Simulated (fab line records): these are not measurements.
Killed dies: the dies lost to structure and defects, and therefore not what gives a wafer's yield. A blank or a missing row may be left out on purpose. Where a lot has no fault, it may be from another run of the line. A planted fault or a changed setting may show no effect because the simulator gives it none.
Which tool was responsible? -- flow n5Finfet -- 32 wafers from 11 lots sampled at 4 of the route's 1938 steps

== WHAT EACH GAUGE READ, for each wafer ==
N5_PASSIVATION_CD_MEAS_44: the cd target is 40000 nm. Usual: cdNm at 40000 nm, with a standard deviation of 4.7.
lot,measured,on,cdNm (nm),flag
L452,day 12 13:12,cdSem-02,40002 39995 40000,
L451,day 13 07:27,cdSem-01,39999 39999 40004,
L456,day 13 17:07,cdSem-01,40006 39998 39998,
L457,day 14 00:09,cdSem-02,40003 40006 40003,
L458,day 14 20:18,cdSem-03,40000 39996 40003,
L460,day 14 21:06,cdSem-01,40006 40005 40003,
L461,day 15 15:37,cdSem-01,40004 40004 40007,
L465,day 16 01:28,cdSem-03,39992 39996 39993,
L467,day 16 14:55,cdSem-02,40000 40002 40003,
L469,day 16 22:37,cdSem-03,39995 39999 39994,
L470,day 17 04:19,cdSem-03,40003 40005,

== TOOL THAT RAN EACH LOT (tool first, then ch and the chambers of the sampled wafers, then the start) ==
lot,N5_BEOL_M11_CVD_75,N5_PASSIVATION_DESCUM_12,N5_PASSIVATION_STRIP_34
L452,"cvdCo-02 ch 0,1,2, day 10 21:00","rieDiel-03 ch 0,1, day 12 08:29","rieDiel-02 ch 0,1,3, day 12 12:08"
L451,"cvdCo-01 ch 0,2, day 11 10:34","rieDiel-04 ch 1,2, day 13 03:27","rieDiel-02 ch 2,3, day 13 06:25"
L456,"cvdCo-01 ch 0,2, day 12 04:11","rieDiel-04 ch 0,1,3, day 13 12:43","rieDiel-05 ch 0,2,3, day 13 16:04"
L457,"cvdCo-02 ch 0,1, day 12 12:17","rieDiel-04 ch 0,2, day 13 18:49","rieDiel-05 ch 2,3, day 13 22:58"
L458,"cvdCo-01 ch 0,2, day 13 07:36","rieDiel-03 ch 1,2, day 14 15:58","rieDiel-02 ch 2,3, day 14 19:14"
L460,"cvdCo-01 ch 0,1, day 13 15:29","rieDiel-04 ch 1,2,3, day 14 17:31","rieDiel-02 ch 0,3, day 14 20:01"
L461,"cvdCo-01 ch 0,1,2, day 13 23:08","rieDiel-04 ch 1,2, day 15 11:14","rieDiel-05 ch 1,2, day 15 14:34"
L465,"cvdCo-01 ch 0,1,2, day 14 13:49","rieDiel-04 ch 0,1,2, day 15 21:47","rieDiel-01 ch 0,1,3, day 16 00:18"
L467,"cvdCo-02 ch 0,1,2, day 15 01:51","rieDiel-03 ch 0,2,3, day 16 11:49","rieDiel-02 ch 0,2,3, day 16 13:52"
L469,"cvdCo-01 ch 0,2, day 15 13:31","rieDiel-06 ch 0,2, day 16 18:28","rieDiel-05 ch 0,1,2, day 16 21:26"
L470,"cvdCo-02 ch 0,2, day 15 17:48","rieDiel-03 ch 1,2, day 17 01:00","rieDiel-02 ch 1,3, day 17 03:16"
- N5_BEOL_M11_CVD_75: deposits Co from CCTBA/H2, target thk 2 nm, time 138.9 s.
- N5_PASSIVATION_DESCUM_12: chemistry O2, time 7.9 s.
- N5_PASSIVATION_STRIP_34: strips in O2.

== AS READ BY THE TOOLS THEMSELVES (means over the sampled wafers that have a number; for cases with no such wafer, the mark the record gives instead) ==
N5_PASSIVATION_DESCUM_12. Usual: drypumpMotorCurrentA 5.5 A, standard deviation 0.42; oesProductAu 0.77 a.u., standard deviation 0.089; rfFwdPowerW 49.65 W, standard deviation 0.18; rfVppV 242.4 V, standard deviation 1.4; showerheadPlenumPTorr 2.04 Torr, standard deviation 0.07; throttleValvePct 20.54 %, standard deviation 0.25.
lot,tool,drypumpMotorCurrentA (A),oesProductAu (a.u.),rfFwdPowerW (W),rfVppV (V),showerheadPlenumPTorr (Torr),throttleValvePct (%),flag
L452,rieDiel-03,5.6,0.72,49.50,242.3,2.03,20.56,
L451,rieDiel-04,5.0,0.86,49.73,243.0,2.07,20.45,
L456,rieDiel-04,5.5,0.78,49.73,242.9,2.06,20.55,
L457,rieDiel-04,5.6,0.79,49.63,241.6,2.01,20.39,
L458,rieDiel-03,5.5,0.69,49.51,243.1,2.10,20.61,
L460,rieDiel-04,5.1,0.80,49.70,242.5,2.07,20.55,
L461,rieDiel-04,5.1,0.84,49.78,243.1,2.06,20.50,
L465,rieDiel-04,5.4,0.81,49.77,241.5,2.05,20.54,
L467,rieDiel-03,5.5,0.68,49.60,241.5,2.01,20.77,
L469,rieDiel-06,5.9,0.71,49.57,243.6,2.07,20.32,
L470,rieDiel-03,5.3,0.82,49.57,244.3,2.11,20.45,

N5_PASSIVATION_STRIP_34. Usual: drypumpMotorCurrentA 5.9 A, standard deviation 0.48; oesProductAu 0.81 a.u., standard deviation 0.093; rfVppV 3.7 V, standard deviation 1.3; showerheadPlenumPTorr 2.10 Torr, standard deviation 0.071; throttleValvePct 16.64 %, standard deviation 0.16.
lot,tool,drypumpMotorCurrentA (A),oesProductAu (a.u.),rfVppV (V),showerheadPlenumPTorr (Torr),throttleValvePct (%),flag
L452,rieDiel-02,6.0,0.73,3.9,2.04,16.72,
L451,rieDiel-02,6.4,0.80,3.1,2.16,16.57,
L456,rieDiel-05,5.6,0.87,2.0,2.11,16.56,
L457,rieDiel-05,5.6,0.88,3.4,2.11,16.63,
L458,rieDiel-02,6.4,0.77,4.1,2.15,16.58,
L460,rieDiel-02,6.4,0.72,3.5,2.04,16.76,
L461,rieDiel-05,5.9,0.91,3.8,2.05,16.50,
L465,rieDiel-01,6.0,0.86,3.0,2.12,16.67,
L467,rieDiel-02,6.3,0.73,3.5,2.08,16.64,
L469,rieDiel-05,5.9,0.91,4.6,2.04,16.46,
L470,rieDiel-02,6.0,0.81,3.6,2.05,16.59,

== THE ANSWER, worked out from the rows above alone ==
Rule: a lot is off if the mean of its wafers that have a number lies more than 3 standard deviations from the usual mean. A lot without any number at a reading at which 4 lots or more have one is off too. The other lots that the step has rows for count as sound. Order of review: gauges by route order, followed by the tools' own readings, for which a lot's mean as printed above is used. At the first step where some lot is off, the reading lying furthest off is the one used; lots without a number count as furthest.
Nothing can be told from this: no lot is off at any reading shown.

== WHAT THE SIMULATOR PUT IN ==
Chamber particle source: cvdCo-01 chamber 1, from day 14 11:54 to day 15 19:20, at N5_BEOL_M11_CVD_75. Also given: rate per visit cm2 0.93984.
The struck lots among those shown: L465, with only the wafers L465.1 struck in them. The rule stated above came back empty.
